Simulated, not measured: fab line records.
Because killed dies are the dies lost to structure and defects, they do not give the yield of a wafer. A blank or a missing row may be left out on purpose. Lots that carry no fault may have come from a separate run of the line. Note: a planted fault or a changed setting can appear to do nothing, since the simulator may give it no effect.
A lot that was struck, set against a sound lot :: flow n5_finfet :: 23 out of 1938 route steps
Sound: wafers L652.1, L652.4, L652.6. Struck: wafer L658.3 (left out: L658.2, L658.4 of the same lot, which were not struck); the cause appears at the end.
At each step with rows: each side's tool, then ch and its chambers, then its first start. Under that, the readings that differ: sound wafers :: struck wafers :: difference of the means :: sigmas: that difference in standard deviations of wafers without a fault.
alike: readings whose means differ by less than 2 such deviations, and words and numbers that are the same on both sides. not compared: withheld readings, readings that some wafer has no value for, bounds like >300 that may hide the same value, and numbers for which the record gives no deviation and whose values overlap.
Wherever a step has rows on one side only, a row that says differs or no value, or a row with sigmas, the two part there. Non-overlapping numbers with no deviation appear without sigmas and do not part them. Lack of a reading on every wafer of one side parts them only where that side has two or more wafers.

first, 9 steps without rows for these wafers: N5_BEOL_M8_SOFTBAKE_06 (time 60 s); N5_BEOL_M8_EXPOSE_08 (exposes mask M8); N5_BEOL_M8_PEB_09 (peb time 60 s); N5_BEOL_M8_DEVELOP_10 (develop time 30 s); N5_BEOL_M8_DESCUM_16 (chemistry O2, time 7.9 s); N5_BEOL_M8_ETCH_61 (etches SiARC in CF4, target depth 45.5 nm, time 75.8 s); N5_BEOL_M8_ETCH_62 (etches SOC in N2/H2, target depth 110 nm, overetch 22 nm, time 165 s); N5_BEOL_M8_STRIP_68 (strips in N2/H2); N5_BEOL_M8_STRIP_67 (strips in CF4).
N5_BEOL_M8_HM_OPEN_17: chemistry Cl2/BCl3, target TiN, target depth 20 nm, overetch 6 nm.
  sound on rie_metal-01 ch 0, day 11 16:02; struck on rie_metal-01 ch 1, day 13 18:50
reading: throttle_valve_pct (%)
sound: 22.09 22.10 22.10
struck: 22.83
difference: +0.73
sigmas: +3
  alike: drypump_motor_current_A, oes_product_au
  not compared: rf_hours_counter_h
then, 10 steps without rows for these wafers: N5_BEOL_M8_STRIP_19 (strips in O2); N5_BEOL_M8_COAT_63 (time 60 s, resist thk 60 nm); N5_BEOL_M8_COAT_64 (time 60 s, resist thk 12 nm); N5_BEOL_M8_COAT_71 (time 60 s, resist thk 5 nm); N5_BEOL_M8_COAT_22 (resist thk 30 nm); N5_BEOL_M8_EBR_24; N5_BEOL_M8_SOFTBAKE_23 (time 60 s); N5_BEOL_M8_EXPOSE_25 (exposes mask V7, target cd 40 nm); N5_BEOL_M8_PEB_26 (peb time 60 s); N5_BEOL_M8_DEVELOP_27 (develop time 30 s).
N5_BEOL_M8_INSPECT_30: inspects for defects (brightfield).
  sound on defect_inspect-02 at day 11 16:49; struck on defect_inspect-02 at day 13 21:53
reading: raw_defect_count
sound: 499 476 347
struck: 742
difference: +301
sigmas: +3
then, 1 step without rows for these wafers: N5_BEOL_M8_DESCUM_33 (chemistry O2, time 7 s).
-- here the record skips 3 days between the struck wafers' starts before and after, leaving off in module BEOL_M8 and picking up in module PASSIVATION (first step shown: number 1936 of the route) --
N5_PASSIVATION_PROBE_49:
  sound on prober-02 at day 14 18:50; struck on prober-01 at day 16 22:08
reading: defect_limited_yield (%)
sound: 92.9 90.8 90.7
struck: 83.4
difference: -8.1
sigmas: -5

reading: killed_at_M4_up
sound: 10 13 19
struck: 71
difference: +57
sigmas: +13

reading: killed_at_contacts
sound: 2 8 8
struck: 24
difference: +18
sigmas: +3

reading: killed_dies
sound: 84 109 110
struck: 196
difference: +95
sigmas: +5

reading: killed_on_rim
sound: 15 10 13
struck: 34
difference: +21
sigmas: +5

reading: killed_open
sound: 52 82 66
struck: 96
difference: +29
sigmas: +2

reading: sort_bin_5_function (%)
sound: 4.2 5.8 6.0
struck: 10.1
difference: +4.8
sigmas: +4

reading: sort_bin_6_memory (%)
sound: 2.7 3.2 3.2
struck: 5.0
difference: +2.0
sigmas: +3

reading: sort_n_pass
sound: 1095 1071 1070
struck: 984
difference: -95
sigmas: -5

reading: sort_yield_pct (%)
sound: 92.8 90.8 90.7
struck: 83.4
difference: -8.0
sigmas: -5
  alike: killed_at_M0_to_M3, killed_at_front_end, killed_at_other, killed_short, sort_bin_4_leakage

## WHERE THEY PART
Earliest at N5_BEOL_M8_HM_OPEN_17; latest, in this record, at N5_PASSIVATION_PROBE_49.

WHY: what had been put in by the simulator
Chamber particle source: rie_metal-01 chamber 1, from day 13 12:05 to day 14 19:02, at N5_BEOL_M8_HM_OPEN_17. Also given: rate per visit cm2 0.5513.
